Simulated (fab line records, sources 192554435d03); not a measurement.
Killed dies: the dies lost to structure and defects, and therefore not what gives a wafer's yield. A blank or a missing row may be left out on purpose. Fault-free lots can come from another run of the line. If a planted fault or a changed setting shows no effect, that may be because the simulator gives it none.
Matching of chambers + flow n5 finfet + 4 sister chambers for N5_HKMG_FIN_STRIP_92 on rie diel-04
The step strips SOC in N2/H2, time 20 s. 4 wafers are shown with their chamber, then 9 later ones without.

== WAFERS, EACH WITH ITS CHAMBER ==
| wafer  | chamber | showerhead plenum p Torr (Torr) |
|--------|---------|---------------------------------|
| L082.1 | 0       | 3.21                            |
| L082.4 | 3       | 3.21                            |
| L082.5 | 1       | 3.45                            |
| L082.6 | 2       | 3.28                            |

== WAFERS WITH NO CHAMBER GIVEN ==
| wafer  | showerhead plenum p Torr (Torr) |
|--------|---------------------------------|
| L084.1 | 3.27                            |
| L084.5 | 3.21                            |
| L084.6 | 3.27                            |
| L085.2 | 3.44                            |
| L085.4 | 3.21                            |
| L085.6 | 3.27                            |
| L087.1 | 3.27                            |
| L087.2 | 3.44                            |
| L087.6 | 3.27                            |

== WHICH CHAMBER EACH WENT THROUGH ==
| wafer  | from the rows above     | in truth |
|--------|-------------------------|----------|
| L084.1 | 2                       | 2        |
| L084.5 | can't be placed: 0 or 3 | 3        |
| L084.6 | 2                       | 2        |
| L085.2 | 1                       | 1        |
| L085.4 | can't be placed: 0 or 3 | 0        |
| L085.6 | 2                       | 2        |
| L087.1 | 2                       | 2        |
| L087.2 | 1                       | 1        |
| L087.6 | 2                       | 2        |
Correct placement for 7 of the 9. From these rows, 2 cannot be placed; in 2 the true chamber is one of the candidates. Wrongly placed: 0.
How it was worked out, from the rows above alone: a wafer's distance from a chamber is the root of the sum, over the readings, of the square of ((its reading less the chamber's mean) divided by the reading's scatter). If the next closest chamber is less than 2 further off than the closest, the wafer can't be placed; otherwise it belongs to the closest. A chamber's mean is the mean of its shown wafers. The scatter: root of mean squared gap, hidden wafer to nearest shown wafer, with one shown wafer a chamber.
